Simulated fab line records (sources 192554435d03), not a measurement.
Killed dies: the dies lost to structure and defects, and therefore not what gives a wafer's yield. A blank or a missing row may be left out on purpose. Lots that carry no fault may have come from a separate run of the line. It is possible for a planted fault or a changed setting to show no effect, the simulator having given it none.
Chamber matching -- flow n5-finfet -- N5_DUMMY_GATE_TRIM_49 on rie-si-06 has 4 sister chambers
The step chemistry O2, time 29 s, target cd 14 nm. 4 wafers are shown with their chamber, then 12 later ones without.

== EACH WAFER AND ITS CHAMBER ==
wafer,chamber,drypump-motor-current-A (A)
L091.2,2,5.5
L091.4,1,6.0
L092.4,0,6.3
L092.5,3,5.9

== WAFERS WITHOUT THEIR CHAMBER ==
wafer,drypump-motor-current-A (A)
L093.2,6.3
L093.4,6.0
L093.6,5.8
L094.4,5.9
L094.5,5.5
L094.6,5.9
L095.1,5.9
L095.3,6.3
L095.6,6.0
L096.1,5.9
L096.3,6.3
L096.4,5.5

== CHAMBER TAKEN BY EACH ==
wafer,from the rows above,in truth
L093.2,0,0
L093.4,1,1
L093.6,3,3
L094.4,3,3
L094.5,2,2
L094.6,3,3
L095.1,3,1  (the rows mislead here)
L095.3,0,0
L095.6,1,1
L096.1,3,3
L096.3,0,0
L096.4,2,2
Correctly placed: 11 of 12. Number that these rows cannot place: 0. 1 placed wrongly.
How it was worked out, from the rows above alone: a wafer's distance from a chamber is the root of the sum, over the readings, of the square of ((its reading less the chamber's mean) divided by the reading's scatter). The wafer belongs to the nearest chamber; if the next one is less than 2 further off, it can't be placed. For every chamber, the mean is computed from those of its wafers that are shown. The scatter (one wafer shown for each chamber): square how far every hidden wafer sits from the nearest shown wafer, average those squares and take the square root.
